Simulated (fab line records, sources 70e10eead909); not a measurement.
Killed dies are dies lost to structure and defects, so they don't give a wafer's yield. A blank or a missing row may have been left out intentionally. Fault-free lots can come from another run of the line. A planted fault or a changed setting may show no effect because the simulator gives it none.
Which tool did it? | flow nandHarc | 14 lots with 42 wafers sampled at 5 steps, on a route of 1302 steps

WHAT THE GAUGES SHOWED, per wafer
NHARC_THIN_TSV_CD_MEAS_16. Usual: cdNm at 998.0 nm, with a standard deviation of 2.1.
lot  | measured     | on       | cdNm (nm)            | flag
L647 | day 23 17:30 | cdSem-03 | 999.2 999.4 999.3    | 
L648 | day 24 06:19 | cdSem-03 | 998.8 995.4 995.5    | 
L646 | day 24 07:22 | cdSem-03 | 994.1 994.2 994.9    | 
L650 | day 24 21:26 | cdSem-01 | 998.9 996.6 996.5    | 
L649 | day 24 22:36 | cdSem-03 | 995.6 995.9 993.7    | 
L651 | day 25 19:50 | cdSem-03 | 998.0 999.0 995.8    | 
L652 | day 25 21:01 | cdSem-01 | 999.1 999.9 997.9    | 
L658 | day 29 01:32 | cdSem-02 | 998.2 1000.5 997.4   | 
L659 | day 29 02:44 | cdSem-01 | 1000.3 1002.1 999.2  | 
L661 | day 29 14:25 | cdSem-02 | 998.3 996.3 1002.4   | 
L660 | day 29 15:29 | cdSem-01 | 996.7 996.9 998.6    | 
L663 | day 31 03:23 | cdSem-03 | 1000.1 1002.2 1001.6 | 
L664 | day 31 07:14 | cdSem-01 | 1000.2 996.5 998.3   | 
L669 | day 33 15:18 | cdSem-03 | 998.7 994.6 998.0    | 

NHARC_END_SORT_01. Usual: for defectLimitedYield, 90 % with a standard deviation of 3.1; for killedAtArray, 59 with a standard deviation of 20; for killedAtOther, 0.8 with a standard deviation of 1.1; for killedAtPeriphery, 5 with a standard deviation of 3.1; for killedDies, 64 with a standard deviation of 21; for killedOpen, 3.4 with a standard deviation of 1.9; for killedShort, 2.3 with a standard deviation of 1.7.
lot  | measured     | on        | defectLimitedYield (%) | killedAtArray | killedAtOther | killedAtPeriphery | killedDies  | killedOpen | killedShort | flag
L649 | day 25 11:32 | prober-02 | 78 80 76               | 146 129 155   | 0 0 2         | 2 4 4             | 148 133 161 | 1 1 3      | 2 2 1       | OFF
L651 | day 26 09:52 | prober-01 | 76 78 75               | 158 143 169   | 0 0 0         | 3 4 0             | 161 147 169 | 2 1 1      | 2 1 1       | OFF
L652 | day 26 12:14 | prober-02 | 81 80 84               | 127 135 106   | 0 1 1         | 4 2 2             | 131 138 109 | 3 4 5      | 0 1 2       | OFF
L661 | day 30 05:18 | prober-02 | 92 90 93               | 48 69 42      | 1 1 0         | 5 0 6             | 54 70 48    | 0 6 1      | 2 6 1       | 

WHICH TOOL RAN EACH LOT (tool, then ch and the chambers of the sampled wafers, then the start)
lot  | NHARC_A_M0_PVD_20           | NHARC_THIN_TSV_DEP_43           | NHARC_THIN_TSV_ETCH_36
L647 | pvdSputter-03, day 22 18:35 | pecvd-04 ch 1,2, day 23 15:43   | rieMetal-01 ch 0,1, day 23 22:51
L648 | pvdSputter-02, day 23 06:04 | pecvd-04 ch 0,1, day 24 04:42   | rieMetal-02 ch 0,1, day 24 11:52
L646 | pvdSputter-01, day 23 07:37 | pecvd-02 ch 0,1, day 24 05:43   | rieMetal-03 ch 0,1, day 24 12:44
L650 | pvdSputter-01, day 23 22:20 | pecvd-02 ch 0,1, day 24 19:46   | rieMetal-03 ch 0,1, day 25 02:55
L649 | pvdSputter-01, day 23 23:40 | pecvd-04 ch 0,2, day 24 20:56   | rieMetal-02 ch 0,1, day 25 04:25
L651 | pvdSputter-01, day 24 20:29 | pecvd-04 ch 0,1,2, day 25 18:02 | rieMetal-02 ch 0,1, day 26 01:19
L652 | pvdSputter-01, day 24 22:58 | pecvd-04 ch 0,1,2, day 25 19:21 | rieMetal-03 ch 0,1, day 26 02:22
L658 | pvdSputter-03, day 27 22:56 | pecvd-04 ch 1,2, day 28 23:45   | rieMetal-01 ch 0,1, day 29 07:02
L659 | pvdSputter-02, day 28 03:08 | pecvd-03 ch 0,1, day 29 01:02   | rieMetal-02 ch 0,1, day 29 08:13
L661 | pvdSputter-02, day 28 11:31 | pecvd-03 ch 0,2, day 29 12:40   | rieMetal-02 ch 0,1, day 29 19:58
L660 | pvdSputter-03, day 28 17:30 | pecvd-02 ch 0,2, day 29 13:52   | rieMetal-03 ch 0,1, day 29 21:11
L663 | pvdSputter-02, day 30 01:58 | pecvd-03 ch 0,1, day 31 01:49   | rieMetal-01 ch 1, day 31 08:46
L664 | pvdSputter-03, day 30 06:07 | pecvd-02 ch 1,2, day 31 05:29   | rieMetal-03 ch 0,1, day 31 12:50
L669 | pvdSputter-03, day 32 15:56 | pecvd-03 ch 0,1,2, day 33 13:34 | rieMetal-01 ch 0, day 33 21:31
- NHARC_A_M0_PVD_20: deposits TaN, target thk 5 nm, time 8.06 s.
- NHARC_THIN_TSV_DEP_43: deposits SiO2, target thk 1328.5 nm.
- NHARC_THIN_TSV_ETCH_36: etches the open film in Cl2/BCl3, target depth 65 nm, time 18.571 s.

AS READ BY THE TOOLS THEMSELVES (means over the sampled wafers that have a number; for cases with no such wafer, the mark the record gives instead)
NHARC_A_M0_PVD_20. Usual: throttleValvePct at 29.9 %, with a standard deviation of 1.4.
lot  | tool          | throttleValvePct (%) | flag
L647 | pvdSputter-03 | 29.6                 | 
L648 | pvdSputter-02 | 28.8                 | 
L646 | pvdSputter-01 | 29.4                 | 
L650 | pvdSputter-01 | 29.5                 | 
L649 | pvdSputter-01 | 30.0                 | 
L651 | pvdSputter-01 | 29.5                 | 
L652 | pvdSputter-01 | 29.1                 | 
L658 | pvdSputter-03 | 31.6                 | 
L659 | pvdSputter-02 | 30.2                 | 
L661 | pvdSputter-02 | 29.3                 | 
L660 | pvdSputter-03 | 30.9                 | 
L663 | pvdSputter-02 | 30.2                 | 
L664 | pvdSputter-03 | 31.0                 | 
L669 | pvdSputter-03 | 29.9                 | 

NHARC_THIN_TSV_DEP_43. Usual: throttleValvePct at 16.0 %, with a standard deviation of 0.72.
lot  | tool     | throttleValvePct (%) | flag
L647 | pecvd-04 | 16.3                 | 
L648 | pecvd-04 | 16.5                 | 
L646 | pecvd-02 | 15.7                 | 
L650 | pecvd-02 | 15.4                 | 
L649 | pecvd-04 | 16.6                 | 
L651 | pecvd-04 | 16.3                 | 
L652 | pecvd-04 | 16.4                 | 
L658 | pecvd-04 | 15.6                 | 
L659 | pecvd-03 | 16.6                 | 
L661 | pecvd-03 | 16.4                 | 
L660 | pecvd-02 | 15.2                 | 
L663 | pecvd-03 | 16.7                 | 
L664 | pecvd-02 | 14.8                 | 
L669 | pecvd-03 | 16.3                 | 

NHARC_THIN_TSV_ETCH_36. Usual: drypumpMotorCurrentA 5.69 A, standard deviation 0.21; oesProductAu 1.008 a.u., standard deviation 0.0091.
lot  | tool        | drypumpMotorCurrentA (A) | oesProductAu (a.u.) | flag
L647 | rieMetal-01 | 5.72                     | 1.010               | 
L648 | rieMetal-02 | 5.53                     | 1.010               | 
L646 | rieMetal-03 | 5.89                     | 1.004               | 
L650 | rieMetal-03 | 5.90                     | 0.995               | 
L649 | rieMetal-02 | 5.55                     | 1.014               | 
L651 | rieMetal-02 | 5.55                     | 1.008               | 
L652 | rieMetal-03 | 5.91                     | 1.002               | 
L658 | rieMetal-01 | 5.54                     | 1.007               | 
L659 | rieMetal-02 | 5.57                     | 1.021               | 
L661 | rieMetal-02 | 5.56                     | 1.016               | 
L660 | rieMetal-03 | 5.91                     | 1.005               | 
L663 | rieMetal-01 | 5.88                     | 1.013               | 
L664 | rieMetal-03 | 5.91                     | 1.004               | 
L669 | rieMetal-01 | 5.39                     | 1.001               | 

THE ANSWER, worked out from the rows above alone
Rule: take the mean of a lot's wafers that have a number; if it is more than 3 standard deviations from the usual mean, the lot is off. A lot without any number at a reading at which 4 lots or more have one is off too. Where the step has rows for the other lots, those lots are counted as sound. First the gauges in route order, then the tools' own readings, where a lot's mean is used as printed above. The first step at which some lot is off is used, and at that step the reading that is off furthest; a lot without a number counts as furthest.
Off: L649, L651, L652, at NHARC_END_SORT_01 (killedAtArray). Neither off nor sound, because the step has no rows for them: L647, L648, L646, L650, L658, L659, L660, L663, L664, L669.
If a tool, at a process step before that reading, ran all the lots that are off and no sound lot after the first of them, it fits. The gauges at NHARC_END_SORT_01 are tried like those tools. Can't be told from this: 2 tools fit, pvdSputter-01 at NHARC_A_M0_PVD_20, pecvd-04 at NHARC_THIN_TSV_DEP_43.

WHAT THE SIMULATOR HAD INSERTED
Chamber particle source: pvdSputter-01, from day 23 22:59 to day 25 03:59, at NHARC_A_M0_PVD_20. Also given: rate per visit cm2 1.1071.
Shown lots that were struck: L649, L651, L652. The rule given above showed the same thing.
